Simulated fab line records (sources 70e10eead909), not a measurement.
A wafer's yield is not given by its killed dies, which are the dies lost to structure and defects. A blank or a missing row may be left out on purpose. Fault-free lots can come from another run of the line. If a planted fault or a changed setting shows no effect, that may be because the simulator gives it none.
fab line records	flow nand_harc
record: lots: 6	wafers: 16	last_day: 23
route steps=1159 shown A_STAIRCASE@617 END@1159
lots untouched by any fault: they come from a run of this same line in which no faults occurred
start_h: hours from the record's first day to the start of the lot's first wafer shown	wait_h: time in hours since the lot's previous step	" same as the row above	L1.1+2: one row covering several wafers at once	- either no value or no given start	* or withheld: withheld	< > ~ a bound
route shown NAME@n: a module of which the file shows steps, and the number in the route of the first	usual: mean/standard deviation of fault-free wafers	same: alike in all rows	chamber/n: place in a boat	sites: each site's reading	_std_site: standard deviation of those values	_edge_site: mean of outer sites minus mean of inner sites	radius_mm: for every site, how far away it sits from the centre of the wafer	mask NAME#n: copy n	behind: the most recent tool/chamber to have shaped the wafer	hold: why the lot went on hold/how many hours it stayed there/how the hold came to an end	device: names the non-switching transistor (n, p or np)	end of line: the tests these same wafers got at the end of their route	where a step has no rows: the recipe by itself	killed: dies that structure and defects cost at the first sort, which is not the same as the wafer's yield	map: the dies of a wafer, with x for killed, . for not killed, _ for no die there
set.NAME: the run value of the setting; set.NAME@STEP: its run value at that earlier step	model.NAME: the simulator's own value behind a step, which no gauge read
lots at some steps of the route; a table a step, a row a wafer
services: a tool's chamber out of use, with start hour (start_h, from the record's first day; less than 0 if before it), hours out, and reason
== steps ==
step: NHARC_A_STAIRCASE_ETCH_223
recipe: target_depth_a: 1000	time_s: 40.5	ion_energy_ev: 400	c4f8_flow_sccm: 20	o2_flow_sccm: 10	ar_flow_sccm: withheld	rf_w: 600	bias_w: 1000	chemistry: C4F8/O2
usual: oes_product_au: 0.936/0.013	rf_vpp_V: 898/5.1
lot.wafer	tool	chamber	start_h	wait_h	oes_product_au	rf_hours_counter_h	rf_vpp_V
L790.3	rie_diel-06	0	-	-	0.912	63	897
L790.1	"	1	"	"	0.932	65	893
L790.5	"	3	"	"	0.932	-	901
L794.2	rie_diel-07	3	-	-	0.959	14	898
L794.3	"	0	"	"	0.948	13	902
L794.4	"	1	"	"	0.938	13	897
L799.1	rie_diel-06	0	-	-	0.939	17	897
L799.5	"	1	"	"	0.945	-	892
L803.2	rie_diel-06	0	-	-	0.963	23	899
L803.6	"	0	"	"	0.963	-	899
L808.1	rie_diel-13	3	-	-	0.935	23	887
L808.3	"	0	"	"	0.956	24	904
L808.5	"	2	"	"	0.934	-	893
L810.4	rie_diel-07	0	-	-	0.938	47	901
L810.3	"	1	"	"	0.927	49	898
L810.1	"	3	"	"	0.950	49	898
step: NHARC_A_STAIRCASE_TRIM_224
recipe: time_s: 211.2	o2_flow_sccm: 500	ar_flow_sccm: 0	bias_w: 0	chemistry: O2
usual: drypump_motor_current_A: 5.6/0.38	oes_product_au: 0.995/0.013	rf_vpp_V: 57.9/0.93	run_length_s: 232.6/0.31	showerhead_plenum_p_Torr: 3.58/0.14	throttle_valve_pct: 17.037/0.0088
lot.wafer	tool	chamber	start_h	wait_h	drypump_motor_current_A	oes_product_au	rf_hours_counter_h	rf_vpp_V	run_length_s	showerhead_plenum_p_Torr	throttle_valve_pct
L790.1	rie_diel-06	3	-	-	4.8	1.005	60	58.0	232.2	3.69	17.041
L790.3	"	0	"	"	5.6	0.990	63	58.0	233.0	3.61	17.042
L790.5	"	2	"	"	5.5	0.991	-	58.4	232.9	3.71	17.037
L794.2	rie_diel-07	1	-	-	5.9	0.996	13	57.6	232.9	3.57	17.028
L794.3	"	3	"	"	5.8	1.019	14	55.6	232.6	3.60	17.043
L794.4	"	0	"	"	5.3	0.996	14	57.4	232.7	3.71	17.050
L799.1	rie_diel-06	0	-	-	5.6	0.997	17	57.1	233.0	3.60	17.043
L799.5	"	1	"	"	5.7	0.974	-	56.2	232.7	3.44	17.044
L803.2	rie_diel-06	1	-	-	5.7	0.986	21	58.5	232.4	3.44	17.020
L803.6	"	2	"	"	5.5	1.012	-	58.7	232.7	3.70	17.044
L808.3	rie_diel-13	2	-	-	5.4	0.991	13	56.4	232.7	3.47	17.044
L808.1	"	3	"	"	5.5	1.001	24	58.8	232.1	3.28	17.042
L808.5	"	3	"	"	5.5	1.004	-	55.9	232.4	3.28	17.042
L810.1	rie_diel-07	2	-	-	6.3	0.985	51	59.6	232.4	3.78	17.033
L810.3	"	3	"	"	5.8	1.018	49	57.7	232.9	3.58	17.029
L810.4	"	0	"	"	5.3	0.995	47	56.9	232.9	3.69	17.036
step: NHARC_A_STAIRCASE_ETCH_225
recipe: target_depth_a: 1000	time_s: 40.5	ion_energy_ev: 400	c4f8_flow_sccm: 20	o2_flow_sccm: 10	ar_flow_sccm: withheld	rf_w: 600	bias_w: 1000	chemistry: C4F8/O2
usual: oes_product_au: 0.936/0.013	rf_vpp_V: 898/5.2
lot.wafer	tool	chamber	start_h	wait_h	oes_product_au	rf_hours_counter_h	rf_vpp_V
L790.1	rie_diel-06	3	-	-	0.934	60	902
L790.3	"	2	"	"	0.939	56	903
L790.5	"	3	"	"	0.937	-	902
L794.3	rie_diel-07	3	-	-	0.966	14	898
L794.4	"	0	"	"	0.941	14	903
L794.2	"	1	"	"	0.920	13	897
L799.1	rie_diel-06	2	-	-	0.965	14	903
L799.5	"	3	"	"	0.934	-	902
L803.2	rie_diel-06	0	-	-	0.956	23	898
L803.6	"	3	"	"	0.940	-	900
L808.3	rie_diel-13	1	-	-	0.936	24	894
L808.1	"	2	"	"	0.944	13	894
L808.5	"	1	"	"	0.940	-	896
L810.4	rie_diel-07	3	-	-	0.950	49	899
L810.1	"	0	"	"	0.947	47	902
L810.3	"	1	"	"	0.944	49	897
step: NHARC_A_STAIRCASE_TRIM_226
recipe: time_s: 211.2	o2_flow_sccm: 500	ar_flow_sccm: 0	bias_w: 0	chemistry: O2
usual: drypump_motor_current_A: 5.6/0.39	oes_product_au: 0.995/0.012	rf_vpp_V: 57.8/0.87	run_length_s: 232.56/0.28	showerhead_plenum_p_Torr: 3.58/0.14	throttle_valve_pct: 17.037/0.0088
lot.wafer	tool	chamber	start_h	wait_h	drypump_motor_current_A	oes_product_au	rf_hours_counter_h	rf_vpp_V	run_length_s	showerhead_plenum_p_Torr	throttle_valve_pct
L790.1	rie_diel-06	2	-	-	5.5	1.007	56	57.6	232.36	3.71	17.039
L790.3	"	0	"	"	5.6	0.993	63	58.3	233.28	3.61	17.049
L790.5	"	2	"	"	5.5	0.996	-	56.7	233.07	3.71	17.050
L794.2	rie_diel-07	2	-	-	6.3	0.986	13	58.5	232.20	3.80	17.037
L794.4	"	3	"	"	5.8	1.017	14	57.3	232.50	3.60	17.033
L794.3	"	0	"	"	5.3	0.982	14	57.8	232.56	3.71	17.040
L799.1	rie_diel-06	3	-	-	4.8	0.986	16	57.1	232.95	3.68	17.033
L799.5	"	0	"	"	5.7	1.001	-	57.4	232.48	3.60	17.040
L803.2	rie_diel-06	1	-	-	5.7	0.980	21	56.7	232.24	3.44	17.029
L803.6	"	2	"	"	5.5	1.013	-	57.9	232.30	3.70	17.058
L808.3	rie_diel-13	3	-	-	5.5	0.997	24	57.5	232.41	3.28	17.042
L808.1	"	2	"	"	5.3	0.994	13	56.0	231.97	3.47	17.031
L808.5	"	3	"	"	5.5	0.999	-	57.2	232.19	3.28	17.037
L810.4	rie_diel-07	3	-	-	5.7	1.017	49	56.7	232.74	3.58	17.040
L810.1	"	0	"	"	5.3	0.994	47	59.2	232.84	3.69	17.028
L810.3	"	2	"	"	6.3	0.987	51	57.8	232.28	3.78	17.028
step: NHARC_A_STAIRCASE_ETCH_227
recipe: target_depth_a: 1000	time_s: 40.5	ion_energy_ev: 400	c4f8_flow_sccm: 20	o2_flow_sccm: 10	ar_flow_sccm: withheld	rf_w: 600	bias_w: 1000	chemistry: C4F8/O2
step: NHARC_A_STAIRCASE_TRIM_229
recipe: time_s: 211.2	o2_flow_sccm: 500	ar_flow_sccm: 0	bias_w: 0	chemistry: O2
step: NHARC_A_STAIRCASE_ETCH_230
recipe: target_depth_a: 1000	time_s: 40.5	ion_energy_ev: 400	c4f8_flow_sccm: 20	o2_flow_sccm: 10	ar_flow_sccm: withheld	rf_w: 600	bias_w: 1000	chemistry: C4F8/O2
usual: oes_product_au: 0.944/0.017	rf_vpp_V: 899/4.7
lot.wafer	tool	chamber	start_h	wait_h	oes_product_au	rf_hours_counter_h	rf_vpp_V
L790.3	rie_diel-06	3	-	-	0.942	60	902
L790.1	"	0	"	"	0.951	63	899
L790.5	"	3	"	"	0.948	-	901
L794.2	rie_diel-06	0	-	-	0.953	6	899
L794.3	"	1	"	"	0.940	6	895
L794.4	"	2	"	"	0.978	4	904
L799.1	rie_diel-06	3	-	-	0.919	16	902
L799.5	"	1	"	"	0.936	-	894
L803.2	rie_diel-06	2	-	-	0.969	20	902
L803.6	"	0	"	"	0.948	-	899
L808.3	rie_diel-13	1	-	-	0.935	24	896
L808.1	"	2	"	"	0.936	13	894
L808.5	"	0	"	"	0.935	-	904
L810.4	rie_diel-13	1	-	-	0.936	33	896
L810.1	"	2	"	"	0.973	19	895
L810.3	"	3	"	"	0.979	30	886
step: NHARC_A_STAIRCASE_TRIM_231
recipe: time_s: 211.2	o2_flow_sccm: 500	ar_flow_sccm: 0	bias_w: 0	chemistry: O2
step: NHARC_A_STAIRCASE_ETCH_232
recipe: target_depth_a: 1000	time_s: 40.5	ion_energy_ev: 400	c4f8_flow_sccm: 20	o2_flow_sccm: 10	ar_flow_sccm: withheld	rf_w: 600	bias_w: 1000	chemistry: C4F8/O2
step: NHARC_A_STAIRCASE_TRIM_233
recipe: time_s: 211.2	o2_flow_sccm: 500	ar_flow_sccm: 0	bias_w: 0	chemistry: O2
step: NHARC_A_STAIRCASE_ETCH_234
recipe: target_depth_a: 1000	time_s: 40.5	ion_energy_ev: 400	c4f8_flow_sccm: 20	o2_flow_sccm: 10	ar_flow_sccm: withheld	rf_w: 600	bias_w: 1000	chemistry: C4F8/O2
step: NHARC_A_STAIRCASE_TRIM_235
recipe: time_s: 211.2	o2_flow_sccm: 500	ar_flow_sccm: 0	bias_w: 0	chemistry: O2
usual: drypump_motor_current_A: 5.6/0.38	oes_product_au: 0.995/0.012	rf_vpp_V: 58.0/0.87	run_length_s: 232.57/0.29	showerhead_plenum_p_Torr: 3.60/0.14	throttle_valve_pct: 17.036/0.0091
lot.wafer	tool	chamber	start_h	wait_h	drypump_motor_current_A	oes_product_au	rf_hours_counter_h	rf_vpp_V	run_length_s	showerhead_plenum_p_Torr	throttle_valve_pct
L790.1	rie_diel-06	1	236.72	-	5.7	1.000	65	59.3	232.81	3.45	17.029
L790.3	"	3	"	"	4.8	1.008	60	58.3	232.30	3.69	17.034
L790.5	"	2	"	"	5.5	1.005	-	58.0	232.52	3.71	17.043
L794.3	rie_diel-06	1	273.42	-	5.7	0.979	6	57.6	232.19	3.44	17.042
L794.2	"	2	"	"	5.5	1.014	4	57.9	232.76	3.71	17.039
L794.4	"	3	"	"	4.8	0.986	6	60.0	232.38	3.69	17.041
L799.1	rie_diel-06	1	299.48	-	5.7	0.983	18	56.7	232.21	3.44	17.042
L799.5	"	0	"	"	5.6	1.000	-	57.3	162.27	3.60	17.038
L803.2	rie_diel-06	1	316.79	-	5.7	0.993	22	57.7	162.01	3.43	17.027
L803.6	"	0	"	"	5.6	1.006	-	57.6	233.16	3.59	17.033
L808.3	rie_diel-13	0	346.67	-	5.9	0.996	24	57.9	232.42	3.79	17.038
L808.1	"	1	"	"	6.1	0.970	25	59.5	232.22	3.52	17.040
L808.5	"	2	"	"	5.4	0.984	-	57.5	232.09	3.47	17.037
L810.3	rie_diel-13	3	369.28	-	5.5	1.003	30	58.5	232.13	3.28	17.026
L810.1	"	0	"	"	5.9	0.985	32	58.1	232.39	3.79	17.045
L810.4	"	2	"	"	5.4	0.986	20	57.2	232.10	3.46	17.025
step: NHARC_A_STAIRCASE_ETCH_236
recipe: target_depth_a: 1000	time_s: 40.5	ion_energy_ev: 400	c4f8_flow_sccm: 20	o2_flow_sccm: 10	ar_flow_sccm: withheld	rf_w: 600	bias_w: 1000	chemistry: C4F8/O2
step: NHARC_END_SORT_01
recipe: temp_c: 25
usual: killed_at_array: 25/7.8	killed_at_other: 0.6/0.81	killed_at_periphery: 3.3/2.2	killed_dies: 29/8.2	killed_open: 3.5/1.9	killed_short: 1.8/1.3
same: gross_dies: 677
lot.wafer	tool	chamber	start_h	wait_h	killed_at_array	killed_at_other	killed_at_periphery	killed_dies	killed_open	killed_short
L799.5	prober-02	0	501.24	3.7	53	2	2	57	3	0
L803.2	prober-01	0	503.54	2.8	80	1	3	84	0	3
killed by level:class
L799.5 A_STAIRCASE:area_trim=30 A_CHANNEL_HOLE_D1:chamber_film_flake=8 A_CONTACT:chamber_film_flake=7 A_WL_FILL:geometric_particle:open=2 P_STI:chamber_film_flake=2 A_SLIT:chamber_film_flake=2 A_WL_FILL:chamber_film_flake=2 THIN_TSV:chamber_film_flake=2
L803.2 A_STAIRCASE:area_trim=61 A_CHANNEL_HOLE_D1:chamber_film_flake=14 A_CHANNEL_FILL_D1:geometric_particle:short=1 A_M0:geometric_particle:short=1 P_ZERO_WELL:chamber_film_flake=1 P_M1:chamber_film_flake=1 P_BONDPAD:chamber_film_flake=1 STARTING-WAFER:geometric_particle:short=1
map L799.5 (x killed, . not)
____________.____________
_________......._________
_______..........._______
______...........xx______
_____...........x..x_____
____.x..............x____
____...............xx____
___..............x..xx___
___......x.....x....xx___
__....................x__
__..................x..__
_...................x..._
_........x.............x_
_.......x.........xx.x.._
_.............x......x.._
_.................x....._
.....x...............x..x
....x................x..x
......................xxx
.........................
.........................
_...................x..._
_......................x_
_........x.............._
_.............x......x.._
_.....x......x.........._
__..............x......__
__.....................__
___...............x.x.___
___.........x.......x.___
____...x....x....x.x.____
____.........x....x..____
_____..............._____
______...........x.______
_______.........x._______
_________....x.._________
____________.____________
map L803.2 (x killed, . not)
____________.____________
_________...x..._________
_______..x..x...xx_______
______.....x...xxxx______
_____x...xx....x.x.x_____
____.x..........xxxx.____
____..x..............____
___.............x.x...___
___x..........x.x..x..___
__.....................__
__....................x__
_.x....................._
_....................x.._
_.............x........._
_......................._
_.x....................x_
.x......................x
......................x.x
...x....................x
x.......................x
.......................x.
_..x..................xx_
_x......................_
_..............x....x..x_
_......................._
_.x...................x._
__..x................xx__
__.x..................x__
___...................___
___..x....x.......xx.x___
____xx...............____
____x..x.....x.....xx____
_____x...........xx._____
______xx.....x.xxxx______
_______xx....x...._______
_________.xx...._________
____________.____________
== services ==
tool	chamber	start_h	hours	kind
rie_diel-13	3	218.18	5.8	repair
rie_diel-06	0	220.29	-	clean
rie_diel-06	1	220.29	-	clean
rie_diel-06	2	220.29	-	clean
rie_diel-06	3	220.29	-	clean
rie_diel-07	3	222.34	4.9	repair
rie_diel-06	2	225.22	6.5	repair
rie_diel-07	-	228.74	9.0	pm
rie_diel-06	2	239.20	17.2	repair
rie_diel-06	-	241.58	9.0	pm
rie_diel-06	0	241.58	9.0	vent_cycle
rie_diel-06	1	241.58	9.0	vent_cycle
rie_diel-06	3	241.58	9.0	vent_cycle
rie_diel-06	0	250.58	-	clean
rie_diel-06	0	250.58	-	consumable_replace:focus_ring
rie_diel-06	1	250.58	-	clean
rie_diel-06	3	250.58	-	clean
rie_diel-13	-	276.13	9.0	pm
rie_diel-13	2	286.64	8.8	repair
rie_diel-06	1	303.21	7.4	repair
rie_diel-07	1	304.31	1.4	repair
rie_diel-06	-	323.32	2.1	repair
rie_diel-07	-	325.65	0.8	repair
rie_diel-06	0	338.06	2.3	repair
== key ==
first_sign: step: NHARC_A_STAIRCASE_TRIM_235	reading: run_length_s	direction: down	sigmas: 99+	usual: *	struck: *
effect: step: NHARC_END_SORT_01	reading: killed_at_array	direction: up	sigmas: 5.3	usual: 25	struck: 66
more_kills_born_at: NHARC_A_STAIRCASE_TRIM_235@rie_diel-06: 91
met_at NHARC_A_STAIRCASE_TRIM_235
struck_wafers L799.5,L803.2
tester_left_out L799,L803
onset_between 273.42 299.48
fault: kind: process_parameter_drift	tool: rie_diel-06	chamber: -	onset_h: 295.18	steps: NHARC_A_STAIRCASE_TRIM_235	channel: time_s	offset: *	shape: step	end_h: 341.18	scope: struck_wafers_only	acts_in: *	stated: *
tester_left_out: of these lots the tester's yield and bins aren't shown, on N5 and GAA mostly nor the transistor test; their killed dies are dies lost to structure and defects alone, not to doping, threshold or leakage, so they don't give the yield
